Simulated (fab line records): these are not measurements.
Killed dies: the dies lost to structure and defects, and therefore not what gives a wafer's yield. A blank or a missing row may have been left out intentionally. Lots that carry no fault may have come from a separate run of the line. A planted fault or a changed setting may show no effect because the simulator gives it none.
Which tool was responsible? :: flow n5Finfet :: 25 wafers from 9 lots sampled at 5 of the route's 1938 steps

== WHAT THE GAUGES SHOWED, per wafer ==
N5_SDB_THK_MEAS_31.
lot: L467
measured: day 4 09:43
on: filmMetro-02
SDB_THK (nm): 62.7 65.7 62.7

lot: L468
measured: day 4 10:31
on: filmMetro-02
SDB_THK (nm): 63.4 63.9 63.4

lot: L469
measured: day 4 19:58
on: filmMetro-02
SDB_THK (nm): 62.8 64.9 63.7

lot: L470
measured: day 4 22:07
on: filmMetro-01
SDB_THK (nm): 62.5 61.7 62.8

lot: L472
measured: day 5 14:36
on: filmMetro-02
SDB_THK (nm): 60.0 63.0 64.3

lot: L474
measured: day 6 00:54
on: filmMetro-02
SDB_THK (nm): 61.6 64.9

lot: L480
measured: day 7 12:38
on: filmMetro-01
SDB_THK (nm): 61.8 64.6

lot: L486
measured: day 9 01:47
on: filmMetro-01
SDB_THK (nm): 64.0 65.0 65.6

lot: L489
measured: day 9 16:35
on: filmMetro-01
SDB_THK (nm): 62.4 66.1 64.0

N5_HKMG_FIN_CD_MEAS_49 targets a cd of 202 nm.
lot: L467
measured: day 4 11:10
on: cdSem-01
cdNm (nm): 202.3 203.5 201.4

lot: L468
measured: day 4 11:58
on: cdSem-02
cdNm (nm): 202.1 201.2 201.4

lot: L469
measured: day 4 21:46
on: cdSem-01
cdNm (nm): 202.8 200.7 202.5

lot: L470
measured: day 4 23:34
on: cdSem-02
cdNm (nm): 201.8 203.1 202.7

lot: L472
measured: day 5 16:14
on: cdSem-01
cdNm (nm): 201.5 201.1 200.0

lot: L474
measured: day 6 02:20
on: cdSem-01
cdNm (nm): 200.9 200.6

lot: L480
measured: day 7 14:04
on: cdSem-01
cdNm (nm): 201.2 202.8

lot: L486
measured: day 9 03:31
on: cdSem-03
cdNm (nm): 200.9 200.4 200.8

lot: L489
measured: day 9 18:09
on: cdSem-03
cdNm (nm): 201.4 201.5 201.1

N5_BEOL_M4_RC_MEAS_101.
lot: L467
measured: day 8 08:13
on: prober-02
DIBL_N (mV/V): 35.9 35.8 38.7
DIBL_P (mV/V): 34.4 36.3 38.9
IOFF_N (nA/um): 0.14 0.16 0.21
IOFF_N_85C (nA/um): 2.8 3.1 4.0
IOFF_N_LIN (nA/um): 0.062 0.076 0.094
IOFF_N_LONG (nA/um): 5.5e-05 5.5e-05 5.5e-05
IOFF_P (nA/um): 0.17 0.21 0.25
ION_N (uA/um): 669 697 704
ION_P (uA/um): 455 481 479
SS_N (mV/dec): 71.1 71.3 71.7
SS_P (mV/dec): 72.3 73.1 74.3
VT_N (mV): 254 247 247
VT_N_LONG (mV): 274.1 273.4 273.9
VT_P (mV): -253 -251 -248
VT_P_LVT (mV): -101 -98 -96

lot: L468
measured: day 8 05:15
on: prober-01
DIBL_N (mV/V): 40.3 39.0 38.0
DIBL_P (mV/V): 40.8 38.0 38.5
IOFF_N (nA/um): 0.21 0.17 0.17
IOFF_N_85C (nA/um): 4.0 3.4 3.3
IOFF_N_LIN (nA/um): 0.093 0.077 0.075
IOFF_N_LONG (nA/um): 5.2e-05 5.2e-05 5e-05
IOFF_P (nA/um): 0.26 0.21 0.23
ION_N (uA/um): 705 685 665
ION_P (uA/um): 477 461 456
SS_N (mV/dec): 72.5 72.2 71.6
SS_P (mV/dec): 74.6 73.5 73.4
VT_N (mV): 248 250 250
VT_N_LONG (mV): 275.9 274.9 272.6
VT_P (mV): -248 -254 -252
VT_P_LVT (mV): -98 -100 -100

lot: L469
measured: day 8 13:13
on: prober-02
DIBL_N (mV/V): 44.2 35.3 38.9
DIBL_P (mV/V): 45.7 36.6 40.1
IOFF_N (nA/um): 0.35 0.15 0.20
IOFF_N_85C (nA/um): 6.2 3.0 3.7
IOFF_N_LIN (nA/um): 0.134 0.071 0.084
IOFF_N_LONG (nA/um): 5.2e-05 5.1e-05 5.2e-05
IOFF_P (nA/um): 0.40 0.23 0.28
ION_N (uA/um): 696 685 669
ION_P (uA/um): 473 471 463
SS_N (mV/dec): 73.9 71.3 72.6
SS_P (mV/dec): 76.2 73.1 73.9
VT_N (mV): 242 251 247
VT_N_LONG (mV): 277.3 276.9 278.3
VT_P (mV): -242 -250 -247
VT_P_LVT (mV): -93 -99 -98

lot: L470
measured: day 8 22:30
on: prober-01
DIBL_N (mV/V): 37.9 33.1 34.5
DIBL_P (mV/V): 36.9 32.0 32.7
IOFF_N (nA/um): 0.17 0.11 0.12
IOFF_N_85C (nA/um): 3.2 2.3 2.4
IOFF_N_LIN (nA/um): 0.074 0.055 0.057
IOFF_N_LONG (nA/um): 5.2e-05 5.3e-05 5.3e-05
IOFF_P (nA/um): 0.20 0.14 0.14
ION_N (uA/um): 657 679 660
ION_P (uA/um): 450 458 447
SS_N (mV/dec): 72.0 71.3 70.7
SS_P (mV/dec): 73.5 71.7 72.0
VT_N (mV): 251 252 257
VT_N_LONG (mV): 274.1 274.9 275.7
VT_P (mV): -251 -257 -256
VT_P_LVT (mV): -101 -106 -104

lot: L472
measured: day 9 09:02
on: prober-01
DIBL_N (mV/V): 36.1 37.2 36.5
DIBL_P (mV/V): 36.6 36.7 36.5
IOFF_N (nA/um): 0.17 0.17 0.17
IOFF_N_85C (nA/um): 3.3 3.4 3.3
IOFF_N_LIN (nA/um): 0.080 0.079 0.078
IOFF_N_LONG (nA/um): 6.1e-05 6e-05 6.2e-05
IOFF_P (nA/um): 0.26 0.24 0.24
ION_N (uA/um): 687 664 688
ION_P (uA/um): 481 454 474
SS_N (mV/dec): 71.3 72.0 71.9
SS_P (mV/dec): 73.1 73.6 73.3
VT_N (mV): 246 249 249
VT_N_LONG (mV): 273.6 274.1 273.0
VT_P (mV): -246 -246 -248
VT_P_LVT (mV): -93 -96 -95

lot: L474
measured: day 9 17:10
on: prober-01
DIBL_N (mV/V): 39.1 35.8
DIBL_P (mV/V): 37.9 35.5
IOFF_N (nA/um): 0.23 20.35
IOFF_N_85C (nA/um): 4.3 185.8
IOFF_N_LIN (nA/um): 0.091 9.214
IOFF_N_LONG (nA/um): 5.8e-05 0.006408
IOFF_P (nA/um): 0.31 0.25
ION_N (uA/um): 676 871
ION_P (uA/um): 473 475
SS_N (mV/dec): 73.1 71.4
SS_P (mV/dec): 73.8 73.0
VT_N (mV): 245 112
VT_N_LONG (mV): 273.7 135.0
VT_P (mV): -244 -248
VT_P_LVT (mV): -94 -128

lot: L480
measured: day 11 11:25
on: prober-02
DIBL_N (mV/V): 40.2 36.4
DIBL_P (mV/V): 40.8 36.5
IOFF_N (nA/um): 0.23 23.00
IOFF_N_85C (nA/um): 4.2 201.1
IOFF_N_LIN (nA/um): 0.100 10.945
IOFF_N_LONG (nA/um): 6e-05 0.007666
IOFF_P (nA/um): 0.29 0.22
ION_N (uA/um): 690 886
ION_P (uA/um): 473 476
SS_N (mV/dec): 73.1 71.3
SS_P (mV/dec): 74.3 72.9
VT_N (mV): 243 106
VT_N_LONG (mV): 274.6 131.7
VT_P (mV): -246 -249
VT_P_LVT (mV): -93 -129

lot: L486
measured: day 12 21:37
on: prober-01
DIBL_N (mV/V): 37.9 34.5 35.7
DIBL_P (mV/V): 40.9 35.3 38.1
IOFF_N (nA/um): 0.19 0.13 0.16
IOFF_N_85C (nA/um): 3.7 2.6 3.2
IOFF_N_LIN (nA/um): 0.087 0.063 0.077
IOFF_N_LONG (nA/um): 5.5e-05 5.7e-05 5.6e-05
IOFF_P (nA/um): 0.23 0.15 0.19
ION_N (uA/um): 669 664 666
ION_P (uA/um): 459 449 449
SS_N (mV/dec): 72.2 71.4 71.5
SS_P (mV/dec): 73.8 72.8 73.4
VT_N (mV): 248 251 247
VT_N_LONG (mV): 273.0 276.7 273.8
VT_P (mV): -251 -256 -254
VT_P_LVT (mV): -98 -103 -100

lot: L489
measured: day 13 12:54
on: prober-02
DIBL_N (mV/V): 36.6 37.9 37.5
DIBL_P (mV/V): 38.0 38.7 39.5
IOFF_N (nA/um): 0.18 0.18 0.22
IOFF_N_85C (nA/um): 3.5 3.5 4.0
IOFF_N_LIN (nA/um): 0.087 0.085 0.097
IOFF_N_LONG (nA/um): 5.7e-05 5.6e-05 5.7e-05
IOFF_P (nA/um): 0.20 0.21 0.24
ION_N (uA/um): 698 673 697
ION_P (uA/um): 473 456 466
SS_N (mV/dec): 71.7 71.9 72.2
SS_P (mV/dec): 73.0 73.6 73.6
VT_N (mV): 247 249 243
VT_N_LONG (mV): 273.0 274.3 273.3
VT_P (mV): -252 -252 -249
VT_P_LVT (mV): -97 -98 -94

== WHAT TOOL EACH LOT RAN ON (gives the tool, then ch and the chambers of the sampled wafers, and finally the start) ==
lot: L467
N5_HKMG_FIN_ETCH_58: rieDiel-03 ch 0,2,3, day 4 11:32
N5_HKMG_FIN_STRIP_93: rieDiel-03 ch 0,2,3, day 4 11:58

lot: L468
N5_HKMG_FIN_ETCH_58: rieDiel-03 ch 1,2,3, day 4 12:22
N5_HKMG_FIN_STRIP_93: rieDiel-03 ch 1,2,3, day 4 12:47

lot: L469
N5_HKMG_FIN_ETCH_58: rieDiel-04 ch 0,1,3, day 4 22:16
N5_HKMG_FIN_STRIP_93: rieDiel-04 ch 0,1,3, day 4 22:41

lot: L470
N5_HKMG_FIN_ETCH_58: rieDiel-04 ch 1,2,3, day 4 23:57
N5_HKMG_FIN_STRIP_93: rieDiel-04 ch 1,2,3, day 5 00:22

lot: L472
N5_HKMG_FIN_ETCH_58: rieDiel-03 ch 0,1,2, day 5 16:41
N5_HKMG_FIN_STRIP_93: rieDiel-03 ch 0,1,2, day 5 17:07

lot: L474
N5_HKMG_FIN_ETCH_58: rieDiel-04 ch 1,3, day 6 02:52
N5_HKMG_FIN_STRIP_93: rieDiel-04 ch 1,3, day 6 03:17

lot: L480
N5_HKMG_FIN_ETCH_58: rieDiel-04 ch 2,3, day 7 14:28
N5_HKMG_FIN_STRIP_93: rieDiel-04 ch 2,3, day 7 14:53

lot: L486
N5_HKMG_FIN_ETCH_58: rieDiel-03 ch 0,1,2, day 9 04:09
N5_HKMG_FIN_STRIP_93: rieDiel-03 ch 0,1,2, day 9 04:35

lot: L489
N5_HKMG_FIN_ETCH_58: rieDiel-03 ch 1,2,3, day 9 19:08
N5_HKMG_FIN_STRIP_93: rieDiel-03 ch 1,2,3, day 9 19:33
- N5_HKMG_FIN_ETCH_58: etches SOC in N2/H2, target depth 215.8 nm, time 741 s.
- N5_HKMG_FIN_STRIP_93: strips SOC in N2/H2, time 20 s.

== AS READ BY THE TOOLS THEMSELVES (means over the sampled wafers that have a number; for cases with no such wafer, the mark the record gives instead) ==
N5_HKMG_FIN_ETCH_58.
lot: L467
tool: rieDiel-03
drypumpMotorCurrentA (A): 6.0
h2FlowSccm (sccm): 200.3
oesProductAu (a.u.): 0.75
rfVppV (V): 99.5
runLengthS (s): 764.4
showerheadPlenumPTorr (Torr): 2.58
throttleValvePct (%): 18.0

lot: L468
tool: rieDiel-03
drypumpMotorCurrentA (A): 5.6
h2FlowSccm (sccm): 199.6
oesProductAu (a.u.): 0.82
rfVppV (V): 98.9
runLengthS (s): 764.4
showerheadPlenumPTorr (Torr): 2.59
throttleValvePct (%): 17.6

lot: L469
tool: rieDiel-04
drypumpMotorCurrentA (A): 5.4
h2FlowSccm (sccm): 199.5
oesProductAu (a.u.): 0.89
rfVppV (V): 98.8
runLengthS (s): 764.7
showerheadPlenumPTorr (Torr): 2.56
throttleValvePct (%): 17.8

lot: L470
tool: rieDiel-04
drypumpMotorCurrentA (A): 5.3
h2FlowSccm (sccm): 200.3
oesProductAu (a.u.): 0.87
rfVppV (V): 99.5
runLengthS (s): 765.0
showerheadPlenumPTorr (Torr): 2.54
throttleValvePct (%): 17.7

lot: L472
tool: rieDiel-03
drypumpMotorCurrentA (A): 5.8
h2FlowSccm (sccm): 200.6
oesProductAu (a.u.): 0.82
rfVppV (V): 98.9
runLengthS (s): 764.4
showerheadPlenumPTorr (Torr): 2.60
throttleValvePct (%): 17.7

lot: L474
tool: rieDiel-04
drypumpMotorCurrentA (A): 5.5
h2FlowSccm (sccm): 200.0
oesProductAu (a.u.): 0.82
rfVppV (V): 98.5
runLengthS (s): 629.8
showerheadPlenumPTorr (Torr): 2.47
throttleValvePct (%): 17.9

lot: L480
tool: rieDiel-04
drypumpMotorCurrentA (A): 5.0
h2FlowSccm (sccm): 199.8
oesProductAu (a.u.): 0.78
rfVppV (V): 99.0
runLengthS (s): 629.6
showerheadPlenumPTorr (Torr): 2.56
throttleValvePct (%): 17.7

lot: L486
tool: rieDiel-03
drypumpMotorCurrentA (A): 5.8
h2FlowSccm (sccm): 199.7
oesProductAu (a.u.): 0.79
rfVppV (V): 99.6
runLengthS (s): 764.7
showerheadPlenumPTorr (Torr): 2.58
throttleValvePct (%): 17.7

lot: L489
tool: rieDiel-03
drypumpMotorCurrentA (A): 5.6
h2FlowSccm (sccm): 199.5
oesProductAu (a.u.): 0.78
rfVppV (V): 98.5
runLengthS (s): 764.4
showerheadPlenumPTorr (Torr): 2.57
throttleValvePct (%): 17.7

N5_HKMG_FIN_STRIP_93.
lot: L467
tool: rieDiel-03
drypumpMotorCurrentA (A): 6.0
h2FlowSccm (sccm): 300.2
oesProductAu (a.u.): 0.75
rfVppV (V): 54.0
showerheadPlenumPTorr (Torr): 3.41
throttleValvePct (%): 19.1

lot: L468
tool: rieDiel-03
drypumpMotorCurrentA (A): 5.6
h2FlowSccm (sccm): 299.2
oesProductAu (a.u.): 0.83
rfVppV (V): 54.0
showerheadPlenumPTorr (Torr): 3.42
throttleValvePct (%): 18.7

lot: L469
tool: rieDiel-04
drypumpMotorCurrentA (A): 5.5
h2FlowSccm (sccm): 300.9
oesProductAu (a.u.): 0.89
rfVppV (V): 54.8
showerheadPlenumPTorr (Torr): 3.38
throttleValvePct (%): 19.2

lot: L470
tool: rieDiel-04
drypumpMotorCurrentA (A): 5.3
h2FlowSccm (sccm): 300.1
oesProductAu (a.u.): 0.87
rfVppV (V): 53.8
showerheadPlenumPTorr (Torr): 3.36
throttleValvePct (%): 19.0

lot: L472
tool: rieDiel-03
drypumpMotorCurrentA (A): 5.8
h2FlowSccm (sccm): 300.4
oesProductAu (a.u.): 0.82
rfVppV (V): 54.5
showerheadPlenumPTorr (Torr): 3.42
throttleValvePct (%): 18.7

lot: L474
tool: rieDiel-04
drypumpMotorCurrentA (A): 5.5
h2FlowSccm (sccm): 299.6
oesProductAu (a.u.): 0.84
rfVppV (V): 53.9
showerheadPlenumPTorr (Torr): 3.27
throttleValvePct (%): 19.2

lot: L480
tool: rieDiel-04
drypumpMotorCurrentA (A): 5.0
h2FlowSccm (sccm): 299.9
oesProductAu (a.u.): 0.79
rfVppV (V): 53.5
showerheadPlenumPTorr (Torr): 3.38
throttleValvePct (%): 18.9

lot: L486
tool: rieDiel-03
drypumpMotorCurrentA (A): 5.8
h2FlowSccm (sccm): 299.8
oesProductAu (a.u.): 0.80
rfVppV (V): 53.7
showerheadPlenumPTorr (Torr): 3.41
throttleValvePct (%): 18.8

lot: L489
tool: rieDiel-03
drypumpMotorCurrentA (A): 5.6
h2FlowSccm (sccm): 299.6
oesProductAu (a.u.): 0.77
rfVppV (V): 54.7
showerheadPlenumPTorr (Torr): 3.39
throttleValvePct (%): 18.7

== THE ANSWER, worked out from the rows above alone ==
Rule: the usual values come from the lots themselves. Put in order of their means at a reading, lots are off if they are a third of the lots or fewer, leave a main group of 4 or more, and stand apart from it by a gap of 3 or more times the standard deviation of the main group's means; of several such gaps the widest counts. Not used: any main group whose means are identical at the precision the tables above print for the reading. Also off: a lot with no number at a reading for which 4 or more lots have one. Any other lot the step has rows for is counted as sound. First the gauges in route order, then the tools' own readings, where a lot's mean is used as printed above. At the first step where some lot is off, the reading lying furthest off is the one used; lots without a number count as furthest.
Off: L474, L480, seen at N5_BEOL_M4_RC_MEAS_101 (IOFF_N_LONG). For the main group the mean is 5.5e-05 nA/um and the standard deviation 3.2e-06.
A tool fits if, at a process step before that reading, it ran every lot that is off, and no sound lot after the first of them. The gauges at N5_BEOL_M4_RC_MEAS_101 aren't tried: what is off there is off at N5_HKMG_FIN_ETCH_58 too, on other tools, and a gauge's error can't cause that. One fits: N5_HKMG_FIN_ETCH_58 and N5_HKMG_FIN_STRIP_93 on rieDiel-04. At N5_HKMG_FIN_ETCH_58 its last sound lot is L470 (day 4 23:57), its first lot that is off L474 (day 6 02:52): a fault that began between those two fits.
On the lots that are off, the tool's own readings at N5_HKMG_FIN_ETCH_58 differ by more than 5 times the standard deviation of the sound lots' means, which bears it out; runLengthS reads 629.7 s there versus 764.6 s on the sound lots.

== WHAT WAS PUT IN BY THE SIMULATOR ==
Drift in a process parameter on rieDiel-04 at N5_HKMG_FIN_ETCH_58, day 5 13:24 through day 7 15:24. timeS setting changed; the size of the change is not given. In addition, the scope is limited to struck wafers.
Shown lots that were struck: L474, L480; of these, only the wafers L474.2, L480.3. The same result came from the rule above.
